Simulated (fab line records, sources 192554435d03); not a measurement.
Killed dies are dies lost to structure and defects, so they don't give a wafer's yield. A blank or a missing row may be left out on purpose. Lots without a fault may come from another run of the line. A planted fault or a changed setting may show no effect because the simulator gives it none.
fab line records | flow n5_finfet
record lots=5 wafers=15 last_day=17
route steps=1938 shown STI_FIN_REVEAL@192 DUMMY_GATE@212 BEOL_M4@1111
lots that met no fault: from a run of the same line without faults
start_h: hours from the record's first day to the start of the lot's first wafer shown | wait_h: hours since the lot's step before | " the same as in the row above | L1.1+2: a row that stands for several wafers | - no value, or no start given | * or withheld: withheld | < > ~ a bound
route shown NAME@n: a module of which the file shows steps, and the number in the route of the first | usual: mean/standard deviation of fault-free wafers | same: alike in all rows | chamber/n: place in a boat | sites: the reading at each site | _std_site: their standard deviation | _edge_site: outer sites' mean less inner sites' | radius_mm: how far each site lies from the wafer's centre | mask NAME#n: copy n | behind: the tool/chamber that last shaped the wafer | hold: why the lot was held/for how many hours/how that ended | device: the transistor (n, p or np) that didn't switch | end of line: the same wafers' tests at the end of the route | a step without rows: its recipe alone | killed: dies lost to structure and defects at the first sort, not the wafer's yield | map: a wafer's dies, x killed, . not, _ none there
set.NAME: the setting as run; set.NAME@STEP: as run at that earlier step | model.NAME: the simulator's own value behind a step, which no gauge read
lots at some steps of the route; a table a step, a row a wafer
services: from which hour (start_h, from the record's first day; less than 0 if before it) a tool's chamber was out of use, for how many hours, and why
## steps
# step N5_STI_FIN_REVEAL_PRECLEAN_25
# recipe chemistry=SPM time_s=90 temp_c=120 mix=4:1
# step N5_STI_FIN_REVEAL_PRECLEAN_26
# recipe chemistry=SC1 time_s=45 temp_c=46 mix=1:2:100
# step N5_STI_FIN_REVEAL_PRECLEAN_29
# recipe chemistry=DHF time_s=30 temp_c=25 dilution=300:1
# step N5_STI_FIN_REVEAL_SRD_12
# recipe time_s=30 temp_c=23 rinse_liquid=diw dry=ipa_marangoni
# step N5_STI_FIN_REVEAL_RECESS_09
# recipe chemistry=HF/NH3 target=SiO2 afs_cycles=11 target_depth_a=425 temp_c=30 sublimation_temp_c=180 sublimation_time_s=60
# usual drypump_motor_current_A=5.9/0.6
# columns lot.wafer tool chamber start_h wait_h drypump_motor_current_A
L441.2 vapor_etch-01 0 42.91 0.0 6.3
L441.3 " 1 " " 6.8
L441.6 " 0 " " 6.3
L442.3 vapor_etch-02 0 47.03 0.6 5.1
L442.5 " 1 " " 6.1
L442.6 " 0 " " 5.1
L446.1 vapor_etch-02 1 73.08 0.0 6.1
L446.2 " 0 " " 5.1
L446.4 " 1 " " 6.1
L452.4 vapor_etch-01 1 107.64 0.6 6.8
L452.5 " 1 " " 6.8
L452.6 " 0 " " 6.3
L463.4 vapor_etch-02 0 174.21 0.6 5.1
L463.5 " 1 " " 6.1
L463.6 " 0 " " 5.1
# step N5_STI_FIN_REVEAL_STRIP_16
# recipe chemistry=H3PO4 material=SiNx temp_c=165 target_depth_a=238 overetch_fraction=0.4964 dry=ipa_marangoni
# step N5_STI_FIN_REVEAL_PRECLEAN_17
# recipe chemistry=NF3:NH3 afs_cycles=1 temp_c=30 time_s=20 sublimation_temp_c=180 sublimation_time_s=60 pressure_torr=3 rf_power_w=30
# step N5_STI_FIN_REVEAL_ETCH_34
# recipe chemistry=H2 mode=isotropic material=Si target=Si target_depth_a=9.7 temp_c=20 pressure_mtorr=4.5 icp_w=300 bias_w=0 h2_flow_sccm=7.5 he_flow_sccm=142.5
# usual drypump_motor_current_A=5.5/0.49 oes_product_au=0.998/0.016 throttle_valve_pct=25.62/0.19
# columns lot.wafer tool chamber start_h wait_h drypump_motor_current_A oes_product_au rf_hours_counter_h throttle_valve_pct
L441.2 rie_si-03 3 45.00 0.1 4.9 1.013 24 25.84
L441.3 " 2 " " 5.3 0.973 82 25.46
L441.6 " 1 " " 6.2 0.989 - 25.50
L442.3 rie_si-05 2 48.60 0.1 5.9 1.015 48 25.62
L442.5 " 2 " " 5.9 1.013 - 25.59
L442.6 " 1 " " 5.2 1.007 - 25.60
L446.1 rie_si-05 3 75.17 0.2 5.2 0.992 50 25.47
L446.2 " 2 " " 5.9 1.004 48 25.61
L446.4 " 1 " " 5.2 0.996 167 25.59
L452.4 rie_si-05 1 109.45 0.1 5.2 1.000 167 25.61
L452.5 " 2 " " 6.0 0.993 - 25.59
L452.6 " 1 " " 5.2 1.009 - 25.62
L463.4 rie_si-01 3 175.77 0.1 6.3 0.991 79 25.95
L463.5 " 1 " " 4.7 0.978 - 25.88
L463.6 " 2 " " 6.0 0.982 - 25.94
# step N5_STI_FIN_REVEAL_OXIDATION_31
# recipe chemistry=O2_PLASMA_REMOTE temp_c=150 time_s=20 pressure_mtorr=1000 source_power_w=2000 o2_flow_sccm=3000
# usual drypump_motor_current_A=5.6/0.4 heater_power_w=146/16
# columns lot.wafer tool chamber start_h wait_h drypump_motor_current_A heater_power_w rf_hours_counter_h
L441.2 plasma_asher-01 1 45.06 0.0 5.1 167 37
L441.3 " 1 " " 5.1 168 -
L441.6 " 1 " " 5.1 171 -
L442.3 plasma_asher-01 1 48.68 0.1 5.1 169 -
L442.5 " 1 " " 5.1 173 -
L442.6 " 0 " " 5.6 134 -
L446.1 plasma_asher-02 0 75.23 0.0 5.7 126 82
L446.2 " 1 " " 6.3 139 82
L446.4 " 1 " " 6.2 137 -
L452.4 plasma_asher-01 1 109.53 0.1 5.1 171 -
L452.5 " 1 " " 5.0 169 -
L452.6 " 0 " " 5.6 141 -
L463.4 plasma_asher-01 1 175.86 0.1 5.1 169 -
L463.5 " 1 " " 5.1 164 -
L463.6 " 0 " " 5.6 141 -
# step N5_STI_FIN_REVEAL_PRECLEAN_32
# recipe chemistry=NF3:NH3 afs_cycles=1 temp_c=30 time_s=20 sublimation_temp_c=180 sublimation_time_s=60 pressure_torr=3 rf_power_w=30
# step N5_STI_FIN_REVEAL_STRIP_35
# recipe chemistry=H3PO4 material=Si3N4 temp_c=165 target_depth_a=40 time_s=39
# step N5_STI_FIN_REVEAL_SRD_21
# recipe dry=ipa_marangoni time_s=30 temp_c=23 rinse_liquid=diw
# step N5_STI_FIN_REVEAL_OXIDATION_33
# recipe chemistry=O2_PLASMA_REMOTE temp_c=150 time_s=20 pressure_mtorr=1000 source_power_w=2000 o2_flow_sccm=3000
# usual drypump_motor_current_A=5.6/0.4 heater_power_w=144/15
# columns lot.wafer tool chamber start_h wait_h drypump_motor_current_A heater_power_w rf_hours_counter_h
L441.2 plasma_asher-01 0 45.41 0.0 5.6 137 37
L441.3 " 0 " " 5.6 139 -
L441.6 " 1 " " 5.0 163 -
L442.3 plasma_asher-02 1 49.03 0.0 6.2 134 -
L442.5 " 0 " " 5.7 130 -
L442.6 " 1 " " 6.2 137 -
L446.1 plasma_asher-02 1 75.76 0.0 6.2 135 82
L446.2 " 0 " " 5.7 127 82
L446.4 " 0 " " 5.7 130 -
L452.4 plasma_asher-02 0 109.91 0.0 5.7 127 -
L452.5 " 1 " " 6.2 136 -
L452.6 " 0 " " 5.6 130 -
L463.4 plasma_asher-01 1 176.21 0.0 5.1 171 -
L463.5 " 0 " " 5.6 138 -
L463.6 " 1 " " 5.1 164 -
# step N5_STI_FIN_REVEAL_CLEAN_19
# recipe chemistry=O3/DIW temp_c=25 time_s=120 o3_ppm=10
# step N5_STI_FIN_REVEAL_SRD_23
# recipe dry=ipa_marangoni time_s=30 temp_c=23 rinse_liquid=diw
# step N5_STI_FIN_REVEAL_CD_MEAS_22
# recipe target_cd_nm=6.238 pitch_nm=28 polarity=line
# usual cd_nm=6.21/0.23
# columns lot.wafer tool chamber start_h wait_h cd_nm
L441.2 cd_sem-02 - 45.58 0.0 6.22
L441.3 " - " " 5.93
L441.6 " - " " 6.40
L442.3 cd_sem-02 - 49.18 0.0 6.42
L442.5 " - " " 6.39
L442.6 " - " " 6.49
L446.1 cd_sem-01 - 75.93 0.0 6.00
L446.2 " - " " 6.12
L446.4 " - " " 6.18
L452.4 cd_sem-03 - 110.06 0.0 6.91
L452.5 " - " " 5.58
L452.6 " - " " 6.83
L463.4 cd_sem-03 - 176.36 0.0 6.30
L463.5 " - " " 6.01
L463.6 " - " " 6.14
# step N5_STI_FIN_REVEAL_FIN_H_MEAS_10
# usual trench_depth_nm=51.7/0.67
# columns lot.wafer tool chamber start_h wait_h trench_depth_nm
L441.2 ocd-01 - 45.61 0.0 51.5
L441.3 " - " " 50.9
L441.6 " - " " 51.1
L442.3 ocd-02 - 49.21 0.0 51.7
L442.5 " - " " 51.7
L442.6 " - " " 51.1
L446.1 ocd-01 - 75.96 0.0 53.3
L446.2 " - " " 52.8
L446.4 " - " " 52.7
L452.4 ocd-02 - 110.09 0.0 51.7
L452.5 " - " " 52.1
L452.6 " - " " 51.9
L463.4 ocd-02 - 176.39 0.0 51.9
L463.5 " - " " 51.3
L463.6 " - " " 52.1
# step N5_STI_FIN_REVEAL_PRECLEAN_18
# recipe chemistry=SC2 time_s=45 temp_c=35 mix=1:1:50
# step N5_STI_FIN_REVEAL_SRD_28
# recipe dry=ipa_marangoni time_s=30 temp_c=23 rinse_liquid=diw
# step N5_STI_FIN_REVEAL_INSPECT_13
# recipe inspect_instrument=darkfield mode=post_clean
# usual raw_defect_count=12/4.7
# columns lot.wafer tool chamber start_h wait_h raw_defect_count
L441.2 defect_inspect-01 - 45.70 0.0 8
L441.3 " - " " 12
L441.6 " - " " 5
L442.3 defect_inspect-02 - 49.29 0.0 8
L442.5 " - " " 7
L442.6 " - " " 11
L446.1 defect_inspect-01 - 76.05 0.0 4
L446.2 " - " " 7
L446.4 " - " " 12
L452.4 defect_inspect-02 - 110.20 0.0 15
L452.5 " - " " 12
L452.6 " - " " 11
L463.4 defect_inspect-01 - 176.47 0.0 8
L463.5 " - " " 9
L463.6 " - " " 11
# step N5_DUMMY_GATE_PRECLEAN_00
# recipe chemistry=O3/DIW time_s=60 temp_c=22 o3_ppm=10
# step N5_DUMMY_GATE_SRD_01
# recipe time_s=30 temp_c=23 rinse_liquid=diw dry=ipa_marangoni
# step N5_DUMMY_GATE_ALD_02
# recipe material=SiO2 target_thk_a=20 temp_c=300 ald_precursor_family=BDEAS ald_co_reactant=O2-plasma pulse_time_s=1 pressure_torr=2
# usual heater_power_w=502/38 precursor_pulse_height_rel=1.004/0.02
# columns lot.wafer tool chamber start_h wait_h heater_power_w precursor_pulse_height_rel
L441.2 ald_sin-02 3 45.90 0.1 514 1.016
L441.3 " 1 " " 528 1.034
L441.6 " 2 " " 529 1.001
L442.3 ald_sin-01 2 49.39 0.0 441 0.997
L442.5 " 1 " " 476 1.028
L442.6 " 2 " " 442 1.017
L446.1 ald_sin-01 1 76.15 0.0 471 0.994
L446.2 " 0 " " 552 1.005
L446.4 " 1 " " 472 0.992
L452.4 ald_sin-01 1 110.30 0.0 462 1.029
L452.5 " 1 " " 476 1.046
L452.6 " 2 " " 448 1.039
L463.4 ald_sin-01 1 176.80 0.3 473 1.026
L463.5 " 0 " " 497 0.999
L463.6 " 1 " " 471 1.004
# step N5_DUMMY_GATE_CVD_03
# recipe material=a-Si target_thk_a=1500 temp_c=530 precursor=SiH4 time_s=8042
# step N5_DUMMY_GATE_PRECLEAN_46
# recipe chemistry=DIW time_s=89.5 temp_c=23
# step N5_DUMMY_GATE_SRD_47
# recipe dry_time_s=32 dry=n2_spin spin_rpm=1500
# step N5_DUMMY_GATE_CMP_04
# recipe material=a-Si post_cmp_clean=alkaline_brush
# usual edge_zone_pressure_frac=1.000/0.0052 motor_current_A=10.4/0.87 retaining_ring_pressure_frac=1.001/0.0047 time_to_endpoint_s=12.9/1.9
# columns lot.wafer tool chamber start_h wait_h edge_zone_pressure_frac motor_current_A retaining_ring_pressure_frac time_to_endpoint_s
L441.3 cmp-01 1 49.87 0.1 0.998 10.4 1.000 10.5
L441.2 " 3 " " 1.002 11.0 1.005 9.7
L441.6 " 2 " " 1.003 11.8 0.999 12.0
L442.3 cmp-02 3 53.29 0.1 1.002 9.1 1.011 12.6
L442.5 " 1 " " 0.995 13.1 1.005 12.4
L442.6 " 2 " " 1.007 9.5 1.001 11.5
L446.4 cmp-02 2 81.85 0.0 1.000 8.9 1.004 10.9
L446.2 " 3 " " 0.992 8.8 0.993 10.4
L446.1 " 1 " " 1.001 12.3 1.000 12.1
L452.4 cmp-04 1 114.15 0.0 1.001 10.2 0.998 15.2
L452.5 " 1 " " 1.003 9.8 1.004 10.6
L452.6 " 2 " " 1.006 9.5 0.998 11.6
L463.4 cmp-01 1 184.41 0.1 1.001 10.6 0.999 12.9
L463.5 " 2 " " 1.003 11.3 1.001 12.1
L463.6 " 3 " " 1.003 10.8 1.002 13.7
# step N5_DUMMY_GATE_THK_MEAS_05
# usual thk_nm=71.6/0.91
# columns lot.wafer tool chamber start_h wait_h thk_nm
L441.2 film_metro-01 - 50.11 0.1 71.7
L441.3 " - " " 71.5
L441.6 " - " " 71.2
L442.3 film_metro-01 - 53.47 0.1 70.1
L442.5 " - " " 70.2
L442.6 " - " " 71.7
L446.1 film_metro-02 - 82.09 0.1 72.5
L446.2 " - " " 70.9
L446.4 " - " " 71.9
L452.4 film_metro-01 - 114.39 0.2 71.3
L452.5 " - " " 71.3
L452.6 " - " " 71.4
L463.4 film_metro-01 - 184.55 0.1 73.0
L463.5 " - " " 71.9
L463.6 " - " " 72.9
# step N5_DUMMY_GATE_HM_DEP_06
# recipe material=SiNx target_thk_a=800 precursor=DCS/NH3 temp_c=700 pressure_mtorr=300 time_s=5141
# step N5_DUMMY_GATE_PECVD_30
# recipe material=SiO2 target_thk_a=550 temp_c=400 precursor=TEOS/O2 pressure_torr=6.5 rf_w=withheld teos_flow_sccm=withheld gas=O2 flow_sccm=2650 time_s=10.8
# step N5_DUMMY_GATE_COAT_34
# recipe resist=SOC temp_c=250 time_s=60 spin_rpm=1500 resist_thk_nm=60
# step N5_DUMMY_GATE_COAT_35
# recipe resist=SiARC temp_c=220 time_s=60 spin_rpm=1500 resist_thk_nm=10
# step N5_DUMMY_GATE_COAT_28
# recipe resist=underlayer temp_c=205 time_s=60 spin_rpm=1500 resist_thk_nm=10
# step N5_DUMMY_GATE_COAT_09
# recipe resist=CAR-EUV spin_rpm=1500 resist_thk_nm=30
# step N5_DUMMY_GATE_EBR_11
# recipe solvent=PGMEA ebr_width_mm=1.5
# step N5_DUMMY_GATE_SOFTBAKE_10
# recipe temp_c=110 time_s=60 resist=CAR-EUV
# step N5_DUMMY_GATE_EXPOSE_12
# recipe mask_id=GATE na=0.33 source_shape=annular sigma_inner=0.2 sigma_outer=0.6 polarization=unpolarized target_cd_nm=25 dose_mj=34
# step N5_DUMMY_GATE_PEB_13
# recipe peb_temp_c=100 peb_time_s=60 resist=CAR-EUV
# step N5_DUMMY_GATE_DEVELOP_14
# recipe develop_time_s=30 developer=TMAH resist=CAR-EUV rinse_liquid=surfactant_rinse dry=air_spin dev_temp_c=23
# step N5_DUMMY_GATE_CD_MEAS_15
# recipe target_cd_nm=25.8 landing_energy_ev=500 detector=se_inlens
# usual cd_nm=25.00/0.23
# columns lot.wafer tool chamber start_h wait_h cd_nm
L441.2 cd_sem-01 0 56.37 - 25.35
L441.3 " 0 " " 25.31
L441.6 " 0 " " 24.97
L442.3 cd_sem-01 0 57.89 - 24.99
L442.5 " 0 " " 24.63
L442.6 " 0 " " 24.82
L446.1 cd_sem-02 0 86.79 - 24.92
L446.2 " 0 " " 24.98
L446.4 " 0 " " 24.95
L452.4 cd_sem-01 0 118.83 - 25.11
L452.5 " 0 " " 25.23
L452.6 " 0 " " 24.76
L463.4 cd_sem-01 0 190.83 - 24.78
L463.5 " 0 " " 25.10
L463.6 " 0 " " 24.73
# step N5_DUMMY_GATE_OVL_MEAS_16
# recipe points_per_wafer=522
# usual GATE_OVL=0.2/0.65
# columns lot.wafer tool chamber start_h wait_h GATE_OVL[nm]
L441.2 overlay-01 0 56.42 0.0 0.4
L441.3 " 0 " " -0.3
L441.6 " 0 " " 0.5
L442.3 overlay-01 0 57.94 0.0 0.7
L442.5 " 0 " " 0.3
L442.6 " 0 " " -0.4
L446.1 overlay-01 0 86.83 0.0 0.4
L446.2 " 0 " " 0.2
L446.4 " 0 " " 0.1
L452.4 overlay-01 0 118.88 0.0 -0.6
L452.5 " 0 " " -0.5
L452.6 " 0 " " -0.6
L463.4 overlay-01 0 190.88 0.0 -0.3
L463.5 " 0 " " 0.6
L463.6 " 0 " " -0.8
# step N5_DUMMY_GATE_INSPECT_17
# recipe mode=adi inspect_instrument=brightfield
# usual raw_defect_count=202/50
# columns lot.wafer tool chamber start_h wait_h raw_defect_count
L441.2 defect_inspect-02 - 56.47 0.0 228
L441.3 " - " " 214
L441.6 " - " " 200
L442.3 defect_inspect-01 - 57.98 0.0 168
L442.5 " - " " 173
L442.6 " - " " 212
L446.1 defect_inspect-02 - 86.89 0.1 195
L446.2 " - " " 208
L446.4 " - " " 218
L452.4 defect_inspect-01 - 118.93 0.0 144
L452.5 " - " " 140
L452.6 " - " " 152
L463.4 defect_inspect-02 - 190.92 0.0 175
L463.5 " - " " 143
L463.6 " - " " 216
# step N5_BEOL_M4_RC_MEAS_101
# usual DIBL_N=36.4/1.3 DIBL_P=36.5/1.7 IOFF_N=0.154/0.022 IOFF_N_85C=3.0/0.36 IOFF_N_LIN=0.072/0.0083 IOFF_P=0.202/0.025 ION_N=671/9.8 ION_P=460/6.8 SS_N=71.6/0.54 SS_P=73.4/0.58 VT_N=250.9/2.8 VT_P=-251.4/2.7
# columns lot.wafer tool chamber start_h wait_h DIBL_N[mV/V] DIBL_P[mV/V] IOFF_N[nA/um] IOFF_N_85C[nA/um] IOFF_N_LIN[nA/um] IOFF_P[nA/um] ION_N[uA/um] ION_P[uA/um] SS_N[mV/dec] SS_P[mV/dec] VT_N[mV] VT_P[mV]
L441.2 prober-02 0 172.60 0.2 36.5 35.3 0.150 3.0 0.072 0.178 675 458 71.1 73.0 250.9 -253.4
L441.3 " 0 " " 36.8 35.4 0.157 3.1 0.074 0.186 673 457 71.5 73.1 250.9 -253.5
L441.6 " 0 " " 35.9 35.0 0.145 2.9 0.070 0.176 675 455 72.2 73.3 251.1 -253.7
L442.3 prober-02 0 175.91 0.3 38.6 38.6 0.195 3.7 0.086 0.227 683 461 72.3 74.1 248.4 -252.8
L442.5 " 0 " " 36.7 36.6 0.159 3.2 0.074 0.193 674 454 71.5 73.1 252.6 -253.6
L442.6 " 0 " " 35.7 35.6 0.140 2.8 0.066 0.183 666 453 71.4 73.6 252.6 -255.7
L446.1 prober-02 0 204.81 0.0 37.7 37.5 0.182 3.5 0.083 0.241 695 472 71.4 73.5 246.7 -248.3
L446.2 " 0 " " 35.8 35.2 0.151 2.9 0.069 0.192 668 463 70.9 73.4 249.6 -249.4
L446.4 " 0 " " 37.0 36.3 0.168 3.3 0.078 0.210 681 465 70.9 73.1 247.7 -249.3
L452.4 prober-01 0 230.69 0.5 38.3 41.9 0.212 4.0 0.103 0.245 687 469 72.2 74.0 246.0 -249.7
L452.5 " 0 " " 34.5 37.5 0.130 2.7 0.063 0.163 668 451 71.6 72.3 254.5 -258.2
L452.6 " 0 " " 38.5 42.4 0.214 4.1 0.102 0.242 692 470 72.0 74.2 245.6 -250.2
L463.4 prober-01 0 306.06 0.5 36.5 37.8 0.169 3.3 0.080 0.209 689 468 71.7 74.0 248.4 -249.1
L463.5 " 0 " " 34.7 35.4 0.129 2.6 0.064 0.166 667 451 71.6 73.0 252.9 -251.2
L463.6 " 0 " " 36.7 38.3 0.172 3.3 0.081 0.206 689 462 72.6 72.5 248.4 -251.7
## services
# columns tool chamber start_h hours kind
cmp-02 - 29.54 0.9 repair
ald_sin-02 - 29.58 1.3 repair
rie_si-03 - 43.37 0.7 repair
rie_si-01 0 43.95 3.1 repair
cmp-02 - 47.75 3.6 repair
cmp-01 - 53.29 4.0 pm
ald_sin-01 3 57.12 31.8 repair
rie_si-05 3 63.13 4.8 repair
cmp-04 - 64.51 0.4 repair
rie_si-05 - 76.48 2.8 pm
ald_sin-01 - 85.25 14.0 pm
vapor_etch-02 - 92.49 15.6 pm
cmp-01 - 103.32 4.2 pm
plasma_asher-02 - 112.53 15.6 pm
ald_sin-01 0 123.97 5.6 repair
rie_si-05 0 130.86 1.6 repair
cmp-02 - 134.51 5.8 pm
rie_si-05 0 136.57 3.3 repair
cmp-01 - 138.85 1.5 repair
ald_sin-01 0 139.14 13.4 repair
cmp-02 - 141.38 4.0 pm
rie_si-05 1 145.13 2.4 repair
rie_si-05 - 155.10 5.2 repair
cmp-01 - 159.35 8.3 repair
## key
first_sign step=N5_BEOL_M4_RC_MEAS_101 reading=IOFF_N_LIN direction=up sigmas=3.7 usual=0.072 struck=0.103
effect step=N5_BEOL_M4_RC_MEAS_101 reading=IOFF_N_85C direction=up sigmas=2.8 usual=3.0 struck=4.0
effect step=N5_BEOL_M4_RC_MEAS_101 reading=IOFF_N direction=up sigmas=2.7 usual=0.154 struck=0.213
met_at N5_STI_FIN_REVEAL_OXIDATION_33
struck_wafers L452.4,L452.6
onset_between 75.76 109.91
fault kind=process_parameter_drift tool=plasma_asher-02 chamber=- onset_h=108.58 steps=N5_STI_FIN_REVEAL_OXIDATION_33 channel=time_s offset=* shape=step end_h=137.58 scope=struck_wafers_only acts_in=* stated=*
